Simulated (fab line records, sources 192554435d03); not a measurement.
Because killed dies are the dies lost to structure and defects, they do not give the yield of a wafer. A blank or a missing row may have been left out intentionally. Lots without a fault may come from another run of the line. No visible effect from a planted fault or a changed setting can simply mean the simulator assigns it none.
Chamber matching | flow n5-finfet | 4 sister chambers for N5_BEOL_M10_DESCUM_16 on rie-diel-04
The step chemistry O2, time 7.9 s. 16 wafers are shown with their chamber, then 8 later ones without.

EACH WAFER AND ITS CHAMBER
wafer  | chamber | showerhead-plenum-p-Torr (Torr) | oes-product-au (a.u.) | throttle-valve-pct (%)
L076.3 | 0       | 1.97                            | 0.69                  | 20.52
L076.4 | 2       | 2.05                            | 0.86                  | 20.39
L076.6 | 3       | 1.97                            | 0.69                  | 20.28
L075.3 | 2       | 2.05                            | 0.85                  | 20.37
L075.4 | 1       | 2.14                            | 0.70                  | 20.56
L075.6 | 2       | 2.05                            | 0.86                  | 20.40
L078.2 | 1       | 2.14                            | 0.70                  | 20.56
L078.4 | 3       | 1.97                            | 0.69                  | 20.30
L078.5 | 1       | 2.14                            | 0.70                  | 20.57
L079.3 | 1       | 2.14                            | 0.69                  | 20.57
L079.4 | 3       | 1.96                            | 0.68                  | 20.31
L079.6 | 3       | 1.96                            | 0.69                  | 20.32
L081.1 | 2       | 2.05                            | 0.86                  | 20.38
L081.2 | 1       | 2.14                            | 0.69                  | 20.57
L081.5 | 3       | 1.96                            | 0.69                  | 20.31
L084.1 | 2       | 2.04                            | 0.82                  | 20.44

SIGNATURES (averages over the wafers above)
reading                  | chamber 0 | chamber 1 | chamber 2 | chamber 3 | scatter within a chamber
showerhead-plenum-p-Torr | 1.9700    | 2.1400    | 2.0480    | 1.9640    | 0.00408
oes-product-au           | 0.6900    | 0.6960    | 0.8500    | 0.6880    | 0.0108
throttle-valve-pct       | 20.5200   | 20.5660   | 20.3960   | 20.3040   | 0.0182
Rule: distance of a wafer from a chamber = root of the sum over the readings of ((wafer's reading minus chamber's mean) / reading's scatter) squared. If the next closest chamber is less than 2 further off than the closest, the wafer can't be placed; otherwise it belongs to the closest. The scatter is the square root of a quotient: the sum, over the shown wafers, of each reading's squared deviation from its chamber's mean, divided by wafers minus chambers.

WAFERS WITHOUT THEIR CHAMBER
wafer  | showerhead-plenum-p-Torr (Torr) | oes-product-au (a.u.) | throttle-valve-pct (%)
L084.5 | 2.04                            | 0.82                  | 20.43
L084.6 | 1.96                            | 0.66                  | 20.57
L094.4 | 2.03                            | 0.81                  | 20.45
L094.5 | 1.95                            | 0.66                  | 20.57
L094.6 | 2.13                            | 0.95                  | 20.30
L096.1 | 2.13                            | 0.93                  | 20.32
L096.2 | 2.03                            | 0.81                  | 20.46
L096.4 | 2.13                            | 0.92                  | 20.32

CHAMBER TAKEN BY EACH
wafer  | from the rows above | in truth
L084.5 | 2                   | 2
L084.6 | 0                   | 0
L094.4 | 2                   | 2
L094.5 | 0                   | 0
L094.6 | 2                   | 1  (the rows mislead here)
L096.1 | 2                   | 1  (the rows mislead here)
L096.2 | 2                   | 2
L096.4 | 2                   | 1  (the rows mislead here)
Correct placement for 5 of the 8. Left unplaced by these rows: 0. Wrongly placed: 3.
